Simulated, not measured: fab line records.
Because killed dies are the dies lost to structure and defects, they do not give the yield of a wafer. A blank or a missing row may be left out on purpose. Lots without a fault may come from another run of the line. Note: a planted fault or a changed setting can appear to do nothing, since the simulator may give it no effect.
What tool caused it? || flow n5-finfet || 12 lots, 36 wafers sampled, at 1 step of a route of 1938

== WHAT THE GAUGES SHOWED, per wafer ==
N5_BEOL_M2_THK_MEAS_01.
{"lot": "L075", "measured": "day 6 17:35", "on": "film-metro-02", "M2_ILD_THK (nm)": "78.3 78.0 80.1"}
{"lot": "L077", "measured": "day 7 07:10", "on": "film-metro-01", "M2_ILD_THK (nm)": "78.2 78.6 79.4"}
{"lot": "L078", "measured": "day 7 20:04", "on": "film-metro-01", "M2_ILD_THK (nm)": "79.9 80.2 80.4"}
{"lot": "L081", "measured": "day 8 06:58", "on": "film-metro-02", "M2_ILD_THK (nm)": "77.6 78.8 79.1"}
{"lot": "L083", "measured": "day 9 03:16", "on": "film-metro-01", "M2_ILD_THK (nm)": "80.4 80.6 79.4"}
{"lot": "L085", "measured": "day 9 16:38", "on": "film-metro-01", "M2_ILD_THK (nm)": "78.1 80.1 80.4"}
{"lot": "L087", "measured": "day 10 00:47", "on": "film-metro-02", "M2_ILD_THK (nm)": "78.7 79.0 80.5"}
{"lot": "L090", "measured": "day 10 11:43", "on": "film-metro-01", "M2_ILD_THK (nm)": "78.3 80.8 79.6"}
{"lot": "L091", "measured": "day 10 20:04", "on": "film-metro-01", "M2_ILD_THK (nm)": "78.0 79.4 79.4"}
{"lot": "L094", "measured": "day 11 11:35", "on": "film-metro-01", "M2_ILD_THK (nm)": "78.6 77.7 79.5"}
{"lot": "L095", "measured": "day 12 06:34", "on": "film-metro-01", "M2_ILD_THK (nm)": "76.8 76.9 78.0"}
{"lot": "L097", "measured": "day 12 09:56", "on": "film-metro-02", "M2_ILD_THK (nm)": "78.0 77.8 79.2"}

== TOOL THAT RAN EACH LOT (tool first, then ch and the chambers of the sampled wafers, then the start) ==
There is no process step in the record ahead of these readings.

== THE ANSWER, worked out from the rows above alone ==
Rule: what is usual is taken from the lots themselves. The widest of any qualifying gaps counts: lots, ordered by their means at a reading, are off when they make up no more than a third of the lots, leave a main group of 4 or more, and stand apart from it by 3 or more times the standard deviation of that group's means. Not used: any main group whose means are identical at the precision the tables above print for the reading. Also off: a lot with no number at a reading for which 4 or more lots have one. The other lots that the step has rows for count as sound.
None of the lots is off at any reading shown; this tells nothing.

== WHAT THE SIMULATOR PUT IN ==
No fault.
